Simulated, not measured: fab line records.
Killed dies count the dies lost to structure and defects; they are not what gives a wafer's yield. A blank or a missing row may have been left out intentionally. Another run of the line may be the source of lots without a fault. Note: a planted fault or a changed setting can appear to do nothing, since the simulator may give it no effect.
Split-lot experiment :: flow n5-finfet :: 7 lots, 21 wafers read, on a route of 1938 steps

== ABOUT THE SPLIT ==
At N5_PASSIVATION_ETCH_59 (etches TaN in Cl2/BCl3, target depth 65 nm, time 34.9 s), the setting time-s was moved away from the recipe's 34.9 s on 7 of the 21 wafers read, by +10.9% to +17.0%. This setting was run at the recipe's value on the other wafers.

The reading is taken at the split's own step.

== THE READING ==
etch.depth-nm (the simulator's own value, which no gauge read), in nm, at N5_PASSIVATION_ETCH_59 (etches TaN in Cl2/BCl3, target depth 65 nm, time 34.9 s). No usual value for it is given in the file. Average 66.98 nm, standard deviation 2.7 nm, over the 14 wafers here run with the recipe.

wafer: L074.1
tool, chamber at the split: rie-metal-02, 1
time-s as run, s: 34.9
against the recipe: recipe
etch.depth-nm, nm: 73.01
against lot-mates on the recipe: -

wafer: L074.4
tool, chamber at the split: rie-metal-02, 0
time-s as run, s: 34.9
against the recipe: recipe
etch.depth-nm, nm: 64.01
against lot-mates on the recipe: -

wafer: L074.6
tool, chamber at the split: rie-metal-02, 1
time-s as run, s: 34.9
against the recipe: recipe
etch.depth-nm, nm: 73.17
against lot-mates on the recipe: -

wafer: L079.1
tool, chamber at the split: rie-metal-01, 0
time-s as run, s: 40.85
against the recipe: +17.0%
etch.depth-nm, nm: 78.59
against lot-mates on the recipe: +11.12

wafer: L079.2
tool, chamber at the split: rie-metal-01, 0
time-s as run, s: 34.9
against the recipe: recipe
etch.depth-nm, nm: 67.39
against lot-mates on the recipe: -

wafer: L079.3
tool, chamber at the split: rie-metal-01, 0
time-s as run, s: 34.9
against the recipe: recipe
etch.depth-nm, nm: 67.55
against lot-mates on the recipe: -

wafer: L080.1
tool, chamber at the split: rie-metal-01, 0
time-s as run, s: 34.9
against the recipe: recipe
etch.depth-nm, nm: 66.54
against lot-mates on the recipe: -

wafer: L080.2
tool, chamber at the split: rie-metal-01, 0
time-s as run, s: 34.9
against the recipe: recipe
etch.depth-nm, nm: 66.53
against lot-mates on the recipe: -

wafer: L080.3
tool, chamber at the split: rie-metal-01, 0
time-s as run, s: 34.9
against the recipe: recipe
etch.depth-nm, nm: 66.45
against lot-mates on the recipe: -

wafer: L082.2
tool, chamber at the split: rie-metal-03, 1
time-s as run, s: 38.71
against the recipe: +10.9%
etch.depth-nm, nm: 72.9
against lot-mates on the recipe: +6.92

wafer: L082.3
tool, chamber at the split: rie-metal-03, 0
time-s as run, s: 38.71
against the recipe: +10.9%
etch.depth-nm, nm: 72.98
against lot-mates on the recipe: +7.00

wafer: L082.5
tool, chamber at the split: rie-metal-03, 1
time-s as run, s: 34.9
against the recipe: recipe
etch.depth-nm, nm: 65.98
against lot-mates on the recipe: -

wafer: L085.1
tool, chamber at the split: rie-metal-03, 0
time-s as run, s: 34.9
against the recipe: recipe
etch.depth-nm, nm: 64.99
against lot-mates on the recipe: -

wafer: L085.3
tool, chamber at the split: rie-metal-03, 1
time-s as run, s: 34.9
against the recipe: recipe
etch.depth-nm, nm: 65.42
against lot-mates on the recipe: -

wafer: L085.4
tool, chamber at the split: rie-metal-03, 0
time-s as run, s: 34.9
against the recipe: recipe
etch.depth-nm, nm: 65.25
against lot-mates on the recipe: -

wafer: L086.1
tool, chamber at the split: rie-metal-03, 1
time-s as run, s: 40.77
against the recipe: +16.8%
etch.depth-nm, nm: 76.68
against lot-mates on the recipe: +11.69

wafer: L086.5
tool, chamber at the split: rie-metal-03, 0
time-s as run, s: 34.9
against the recipe: recipe
etch.depth-nm, nm: 64.99
against lot-mates on the recipe: -

wafer: L086.6
tool, chamber at the split: rie-metal-03, 1
time-s as run, s: 40.77
against the recipe: +16.8%
etch.depth-nm, nm: 76.46
against lot-mates on the recipe: +11.47

wafer: L089.4
tool, chamber at the split: rie-metal-01, 1
time-s as run, s: 38.78
against the recipe: +11.1%
etch.depth-nm, nm: 74.09
against lot-mates on the recipe: +7.64

wafer: L089.5
tool, chamber at the split: rie-metal-01, 1
time-s as run, s: 34.9
against the recipe: recipe
etch.depth-nm, nm: 66.45
against lot-mates on the recipe: -

wafer: L089.6
tool, chamber at the split: rie-metal-01, 0
time-s as run, s: 38.78
against the recipe: +11.1%
etch.depth-nm, nm: 74.28
against lot-mates on the recipe: +7.83

FIT RESULTS
A straight line over all 21 wafers: etch.depth-nm changes by +0.605 nm for each +1% of time-s; r = +0.87; the points scatter about the line by 2.3 nm.
The same after taking each lot's own level away (the mean of its wafers on the recipe; 21 wafers): +0.673 nm for each +1%; r = +0.94; scatter 1.7 nm.
On that fit, the largest move of time-s shifts the reading by 11 nm.
The lots' own levels span 64.990 to 70.063 nm, that is 1.9 times the standard deviation above.
So the lot-to-lot level changes the slope: the two fits differ.
Check: for one of the wafers moved furthest among these (+17.0%), held out of the fit, the line's prediction against its lot-mates is +11.6 nm. Against them it came out at +11.1 nm.

== ADDITIONAL SPLITS CARRIED BY THESE WAFERS ==
Other splits were also applied to these wafers ahead of the reading. Each is held against what the fit with the lots' levels taken away leaves over:
other split on the same wafers: N5_BEOL_M12_TRENCH_ETCH_34 time-s
wafers away from the commonest value: 9
r with etch.depth-nm (lot level and that fit taken away): +0.00

other split on the same wafers: N5_BEOL_M13_TRENCH_ETCH_34 time-s
wafers away from the commonest value: 5
r with etch.depth-nm (lot level and that fit taken away): -0.02

other split on the same wafers: N5_BEOL_M14_ETCH_68 time-s
wafers away from the commonest value: 7
r with etch.depth-nm (lot level and that fit taken away): -0.05

== THE FILE'S OWN FIT ==
etch.depth-nm changes by +0.669 nm for each +1% of time-s, r = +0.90.
